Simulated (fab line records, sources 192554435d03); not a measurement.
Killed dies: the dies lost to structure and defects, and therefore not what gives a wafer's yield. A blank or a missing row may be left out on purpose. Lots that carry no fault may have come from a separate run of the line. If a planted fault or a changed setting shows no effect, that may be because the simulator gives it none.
The tool behind it: which one?	flow n5-finfet	Sampling: 11 lots, 33 wafers, 5 of 1938 route steps

== WHAT THE GAUGES SHOWED, per wafer ==
No reading from a measuring or inspecting step in the record can be judged against a usual standard deviation.

== EACH LOT AND THE TOOL THAT RAN IT (in order: tool; ch and the chambers of the sampled wafers; start) ==
lot	N5_MOL_CONTACT_COAG_WET_ETCH_26	N5_PASSIVATION_SPUTTER_20	N5_PASSIVATION_AL_ETCH_33	N5_PASSIVATION_PASS_ETCH_47	N5_PASSIVATION_PROBE_49
L462	wet-bench-06 ch 0,1,2, day 4 21:41	pvd-sputter-03, day 11 23:11	rie-metal-02 ch 0,1, day 12 00:04	rie-diel-01 ch 1,2,3, day 12 02:24	-
L463	wet-bench-04 ch 0,1,2, day 5 10:42	pvd-sputter-02, day 12 13:45	rie-metal-03 ch 0,1, day 12 14:37	rie-diel-01 ch 0,1,3, day 12 16:26	-
L464	wet-bench-04 ch 1,2,3, day 5 14:28	pvd-sputter-02, day 12 14:10	rie-metal-01 ch 0,1, day 12 15:02	rie-diel-02 ch 0,2, day 12 16:46	-
L465	wet-bench-01 ch 3,5,6, day 5 19:53	pvd-sputter-02, day 12 19:17	rie-metal-03 ch 0,1, day 12 20:12	rie-diel-02 ch 0,2,3, day 12 21:58	-
L466	wet-bench-01 ch 0,3,7, day 6 00:40	pvd-sputter-01, day 13 01:05	rie-metal-02 ch 0,1, day 13 01:51	rie-diel-06 ch 1,2, day 13 04:08	-
L467	wet-bench-04 ch 1,6,7, day 6 02:52	pvd-sputter-03, day 13 17:24	rie-metal-01 ch 0,1, day 13 18:09	rie-diel-06 ch 0,1,3, day 13 20:20	prober-01, day 13 23:23
L480	wet-bench-01 ch 0,4,7, day 9 14:25	pvd-sputter-03, day 16 08:22	rie-metal-03 ch 0,1, day 16 09:27	rie-diel-02 ch 0,1,3, day 16 11:01	prober-01, day 16 14:10
L481	wet-bench-04 ch 0,1,5, day 9 15:59	pvd-sputter-03, day 16 17:04	rie-metal-03 ch 0, day 16 17:48	rie-diel-06 ch 0,1,2, day 16 20:32	-
L483	wet-bench-04 ch 0,3,4, day 10 07:22	pvd-sputter-03, day 16 13:55	rie-metal-01 ch 1, day 16 14:39	rie-diel-02 ch 0,1,3, day 16 16:59	prober-01, day 16 20:02
L484	wet-bench-01 ch 3,4,7, day 10 10:46	pvd-sputter-03, day 17 11:16	rie-metal-01 ch 0,1, day 17 12:01	rie-diel-02 ch 0,1,3, day 17 13:48	-
L485	wet-bench-06 ch 0,3,6, day 10 16:55	pvd-sputter-01, day 17 22:09	rie-metal-01 ch 0,1, day 17 22:57	rie-diel-06 ch 0,2,3, day 18 00:46	-
- N5_MOL_CONTACT_COAG_WET_ETCH_26: target Co, target depth 13 nm.
- N5_PASSIVATION_SPUTTER_20: material TaN, target thk 50 nm.
- N5_PASSIVATION_AL_ETCH_33: etches Al in Cl2/BCl3, stops on TaN, target depth 2800 nm, time 466.7 s.
- N5_PASSIVATION_PASS_ETCH_47: etches SiNx in CF4/O2, target depth 770 nm, time 385 s.
- N5_PASSIVATION_PROBE_49

== AS READ BY THE TOOLS THEMSELVES (means over the sampled wafers that have a number; for cases with no such wafer, the mark the record gives instead) ==
N5_PASSIVATION_SPUTTER_20.
lot	tool	susceptor-temp-C (C)	throttle-valve-pct (%)
L462	pvd-sputter-03	25.06	31.5
L463	pvd-sputter-02	24.94	29.6
L464	pvd-sputter-02	24.96	29.9
L465	pvd-sputter-02	24.89	30.0
L466	pvd-sputter-01	24.98	29.8
L467	pvd-sputter-03	25.11	30.6
L480	pvd-sputter-03	25.04	31.6
L481	pvd-sputter-03	25.08	30.3
L483	pvd-sputter-03	25.04	30.7
L484	pvd-sputter-03	25.06	30.3
L485	pvd-sputter-01	24.96	30.2

N5_PASSIVATION_AL_ETCH_33.
lot	tool	drypump-motor-current-A (A)	he-backside-leak-sccm (sccm)	oes-product-au (a.u.)	throttle-valve-pct (%)
L462	rie-metal-02	5.7	3.5	0.70	34.08
L463	rie-metal-03	5.5	3.4	0.64	34.32
L464	rie-metal-01	6.4	3.1	0.64	33.85
L465	rie-metal-03	5.5	3.5	0.64	34.33
L466	rie-metal-02	5.7	3.4	0.68	34.14
L467	rie-metal-01	6.2	3.3	0.62	33.92
L480	rie-metal-03	5.5	3.4	0.63	34.31
L481	rie-metal-03	5.4	3.3	0.62	34.40
L483	rie-metal-01	6.6	3.3	0.66	33.77
L484	rie-metal-01	6.4	3.2	0.74	33.76
L485	rie-metal-01	6.2	3.1	0.78	33.79

N5_PASSIVATION_PASS_ETCH_47.
lot	tool	O2_flow_sccm (sccm)	drypump-motor-current-A (A)	oes-product-au (a.u.)	rf-vpp-V (V)	showerhead-plenum-p-Torr (Torr)	throttle-valve-pct (%)
L462	rie-diel-01	9.99	5.6	0.85	241.4	2.29	15.82
L463	rie-diel-01	9.98	5.8	0.74	240.6	2.23	15.96
L464	rie-diel-02	10.02	5.9	0.81	240.6	2.31	15.69
L465	rie-diel-02	9.99	5.8	0.79	241.6	2.25	15.69
L466	rie-diel-06	9.96	5.2	0.80	238.1	2.19	15.90
L467	rie-diel-06	10.03	5.7	0.80	239.5	2.16	15.88
L480	rie-diel-02	9.96	6.0	0.81	239.4	2.22	15.67
L481	rie-diel-06	10.02	5.4	0.76	239.0	2.17	15.97
L483	rie-diel-02	9.95	6.0	0.81	240.1	2.22	15.67
L484	rie-diel-02	10.02	6.0	0.79	239.2	2.22	15.69
L485	rie-diel-06	10.01	5.8	0.84	238.5	2.19	15.97

N5_PASSIVATION_PROBE_49.
lot	tool	defect-limited-yield (%)	killed_at_M0_to_M3	killed_at_M4_up	killed-at-contacts	killed-at-front-end	killed-at-other	killed-dies	killed-on-rim	killed-open	killed-short	sort_bin_5_function (%)	sort_bin_6_memory (%)	sort-n-pass	sort-yield-pct (%)
L467	prober-01	88.9	28	19	50	33	0.7	130	17	60	30	6.6	3.2	1050	88.9
L480	prober-01	93.6	34	11	7	19	4.0	75	8	51	23	3.8	2.3	1105	93.6
L483	prober-01	89.8	31	15	10	59	4.3	120	16	78	40	5.9	3.6	1060	89.8

== THE ANSWER, worked out from the rows above alone ==
Rule: what is usual is taken from the lots themselves. Put in order of their means at a reading, lots are off if they are a third of the lots or fewer, leave a main group of 4 or more, and stand apart from it by a gap of 3 or more times the standard deviation of the main group's means; of several such gaps the widest counts. A main group whose means are all the same, to the digits that the tables above print for the reading, isn't used. A lot without any number at a reading at which 4 lots or more have one is off too. The other lots that the step has rows for count as sound. The gauges are gone through in route order, then the tools' own readings, and for those a lot's mean is taken as printed above. At the first step where some lot is off, the reading lying furthest off is the one used; lots without a number count as furthest.
None of the lots is off at any reading shown; this tells nothing.

== WHAT THE SIMULATOR PUT IN ==
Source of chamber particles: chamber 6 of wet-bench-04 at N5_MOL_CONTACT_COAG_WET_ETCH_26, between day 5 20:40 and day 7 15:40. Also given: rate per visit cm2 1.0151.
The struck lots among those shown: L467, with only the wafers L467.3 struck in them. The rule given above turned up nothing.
